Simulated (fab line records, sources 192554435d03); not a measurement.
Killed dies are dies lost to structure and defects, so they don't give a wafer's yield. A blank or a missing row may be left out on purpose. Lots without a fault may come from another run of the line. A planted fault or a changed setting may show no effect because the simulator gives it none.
A struck lot beside a sound one | flow n5_finfet | 20 steps out of a route of 1938
Sound: wafers L982.3, L982.4, L982.6. Struck: wafers L973.1, L973.3, L973.4. The cause comes at the end.
At each step with rows: each side's tool, then ch and its chambers, then its first start. Under that, the readings that differ: sound wafers | struck wafers | difference of the means | sigmas: that difference in standard deviations of wafers without a fault.
alike: readings whose means differ by less than 2 such deviations, and words and numbers that are the same on both sides. not compared: withheld readings, readings that some wafer has no value for, bounds like >300 that may hide the same value, and numbers for which the record gives no deviation and whose values overlap.
The two part at a step that has a row with sigmas, a row that says differs or no value, or rows on one side only. Numbers that don't overlap but have no deviation are shown without sigmas and don't part them. A reading that every wafer of one side lacks parts them only if that side has two wafers or more.

first, 9 steps without rows for these wafers: N5_BEOL_M3_CO_CAP_55 (material Co, precursor CCTBA/H2, target thk 2 nm, time 102.1 s); N5_BEOL_M3_PRE_CLEAN_56 (time 15 s); N5_BEOL_M3_DEP_57 (deposits SiCN from 3MS/NH3, target thk 8 nm, time 14 s); N5_BEOL_M4_ILD_DEP_00 (deposits SiOC from DEMS/O2, target thk 79 nm, time 15.3 s); N5_BEOL_M4_PECVD_72 (deposits SiO2 from TEOS/O2, target thk 16 nm, time 18 s); N5_BEOL_M4_HM_DEP_02 (deposits TiN, target thk 20 nm); N5_BEOL_M4_COAT_61 (time 60 s, resist thk 60 nm); N5_BEOL_M4_COAT_62 (time 60 s, resist thk 12 nm); N5_BEOL_M4_COAT_73 (time 60 s, resist thk 5 nm).
N5_BEOL_M4_COAT_05: resist thk 30 nm.
  sound on litho_track-03 ch 0, day 12 20:42; struck on litho_track-04 ch 0, day 10 19:00
  reading                                      | sound                | struck               | difference | sigmas
  spin_speed_rpm (rpm)                         | 1499.5 1499.5 1500.6 | 1729.3 1728.5 1730.4 | +229.5     | +99 or more
  model.CAR-EUV_of_BEOL_M4_COAT_05.thk_nm (nm) | 30 30 30             | 28 28 28             | -2         |
then, 7 steps without rows for these wafers: N5_BEOL_M4_EBR_07; N5_BEOL_M4_SOFTBAKE_06 (time 60 s); N5_BEOL_M4_EXPOSE_08 (exposes mask M4); N5_BEOL_M4_PEB_09 (peb time 60 s); N5_BEOL_M4_DEVELOP_10 (develop time 30 s); N5_BEOL_M4_DESCUM_16 (chemistry O2, time 7 s); N5_BEOL_M4_ETCH_74 (etches underlayer in N2/H2, target depth 6.5 nm, time 5.2 s).
N5_BEOL_M4_ETCH_63: etches SiARC in CF4, target depth 15.6 nm, time 26 s.
  sound on rie_diel-05 ch 0,2, day 12 21:14; struck on rie_diel-01 ch 0,1,3, day 10 19:26
  reading                                      | sound        | struck      | difference | sigmas
  model.CAR-EUV_of_BEOL_M4_COAT_05.thk_nm (nm) | 11.2 11.2 11 | 9.2 9.2 9.2 | -1.9       |
  alike: drypump_motor_current_A, etch_rf_on_time_s, oes_product_au, rf_vpp_V, showerhead_plenum_p_Torr, throttle_valve_pct
  not compared: rf_hours_counter_h
then, 1 step without rows for these wafers: N5_BEOL_M4_ETCH_64 (etches SOC in N2/H2, target depth 75 nm, overetch 22.5 nm, time 121.9 s).
N5_BEOL_M4_RC_MEAS_101:
  sound on prober-01 ch 0, day 13 07:07; struck on prober-01 ch 0, day 11 02:31
  alike: DIBL_N, DIBL_P, IOFF_N, IOFF_P, ION_N, ION_P, SS_N, SS_P, VT_N, VT_P

WHERE THEY PART
Only at N5_BEOL_M4_COAT_05, within this record. Later steps at which nothing parts them and some readings are alike: N5_BEOL_M4_ETCH_63, N5_BEOL_M4_RC_MEAS_101.

WHY: what the simulator had put in
Process parameter drift: litho_track-04, from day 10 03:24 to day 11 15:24, at N5_BEOL_M4_COAT_05. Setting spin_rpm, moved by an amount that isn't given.
